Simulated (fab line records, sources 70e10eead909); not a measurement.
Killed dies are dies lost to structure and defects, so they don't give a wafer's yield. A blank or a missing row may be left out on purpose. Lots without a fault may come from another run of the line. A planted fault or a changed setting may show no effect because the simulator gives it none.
A struck lot beside a sound one | flow nand_harc | 14 steps out of a route of 1302
Sound: wafers L156.1, L156.5, L156.6. Struck: wafers L159.3, L159.4. (L159.5 of the same lot was not struck and is left out.) The cause comes at the end.
At each step with rows: each side's tool, then ch and its chambers, then its first start. Under that, the readings that differ: sound wafers | struck wafers | difference of the means | sigmas: that difference in standard deviations of wafers without a fault.
alike: readings whose means differ by less than 2 such deviations, and words and numbers that are the same on both sides. not compared: withheld readings, readings that some wafer has no value for, bounds like >300 that may hide the same value, and numbers for which the record gives no deviation and whose values overlap.
The two part at a step that has a row with sigmas, a row that says differs or no value, or rows on one side only. Numbers that don't overlap but have no deviation are shown without sigmas and don't part them. A reading that every wafer of one side lacks parts them only if that side has two wafers or more.

first, 2 steps without rows for these wafers: NHARC_A_STAIRCASE_HARDBAKE_311 (time 140 s); NHARC_A_STAIRCASE_DESCUM_312 (chemistry O2, time 3 s).
NHARC_A_STAIRCASE_ETCH_313: etches the open film in CF4/CHF3.
  sound on rie_diel-01 ch 0,1,3, day 19 18:01; struck on rie_diel-05 ch 2,3, day 21 07:46
  reading                | sound                | struck        | difference | sigmas
  throttle_valve_pct (%) | 16.797 16.792 16.782 | 16.813 16.802 | +0.017     | +2
  alike: drypump_motor_current_A, oes_product_au, rf_fwd_power_W, rf_vpp_V, showerhead_plenum_p_Torr
  not compared: rf_hours_counter_h
then, 2 steps without rows for these wafers: NHARC_A_STAIRCASE_HM_OPEN_463 (chemistry O2/COS); NHARC_A_STAIRCASE_STRIP_464 (strips in O2/COS).
NHARC_A_STAIRCASE_ETCH_453: etches the open film in CF4/O2, target depth 30 nm, overetch 3 nm, time 16.5 s.
  sound on rie_diel-01 ch 2,3; struck on rie_diel-05 ch 2,3
  alike: drypump_motor_current_A, oes_product_au, rf_fwd_power_W, rf_vpp_V, showerhead_plenum_p_Torr, throttle_valve_pct
  not compared: rf_hours_counter_h
NHARC_A_STAIRCASE_ETCH_315: etches the open film in C4F8/O2/Ar, target depth 2500 nm, time 607.1 s.
  sound on rie_diel-01 ch 0,1,2; struck on rie_diel-05 ch 0,1
  alike: oes_product_au, rf_fwd_power_W, rf_vpp_V
  not compared: rf_hours_counter_h
NHARC_A_STAIRCASE_STRIP_316: strips in O2.
  sound on rie_diel-01 ch 0,1,3; struck on rie_diel-05 ch 0,3
  alike: drypump_motor_current_A, oes_product_au, rf_vpp_V, showerhead_plenum_p_Torr, throttle_valve_pct
  not compared: rf_hours_counter_h
then, 3 steps without rows for these wafers: NHARC_A_STAIRCASE_STRIP_317 (strips in SPM, time 900 s); NHARC_A_STAIRCASE_PRECLEAN_318 (cleans in SC1); NHARC_A_STAIRCASE_SRD_329.
NHARC_A_STAIRCASE_ALD_415: deposits SiO2, target thk 30 nm, pulse time 6 s, ald cycles 300.
  sound on ald_hk-02 ch 0,1,3, day 19 20:41; struck on ald_hk-03 ch 0,3, day 21 10:24
  reading    | sound       | struck  | difference | sigmas
  ald_cycles | 300 300 300 | 355 355 | +55        |
  alike: heater_power_w, precursor_pulse_height_rel
NHARC_A_STAIRCASE_ETCHBACK_416: etches the open film in C4F8/O2/Ar, target depth 36 nm, time 7.2 s.
  sound on rie_diel-13 ch 0,1,3; struck on rie_diel-05 ch 0,3
  alike: oes_product_au, rf_fwd_power_W, rf_vpp_V
  not compared: rf_hours_counter_h
-- the record jumps here: 7 days lie between the struck wafers' starts before and after (it left off in module A_STAIRCASE and takes up again in module END, whose first step shown is number 1302 of the route) --
NHARC_END_SORT_01:
  sound on prober-01 ch 0, day 27 08:09; struck on prober-01 ch 0, day 28 14:27
  reading     | sound    | struck                                            | difference                   | sigmas
  hold        | - - -    | await_dispo/2.0h/release await_dispo/2.0h/release | no value on the sound wafers |
  killed_dies | 53 47 48 | 95 102                                            | +49                          | +2
  alike: killed_at_array, killed_at_other, killed_at_periphery, killed_open, killed_short

WHERE THEY PART
First at NHARC_A_STAIRCASE_ETCH_313; last, within this record, at NHARC_END_SORT_01.

WHY: what the simulator had put in
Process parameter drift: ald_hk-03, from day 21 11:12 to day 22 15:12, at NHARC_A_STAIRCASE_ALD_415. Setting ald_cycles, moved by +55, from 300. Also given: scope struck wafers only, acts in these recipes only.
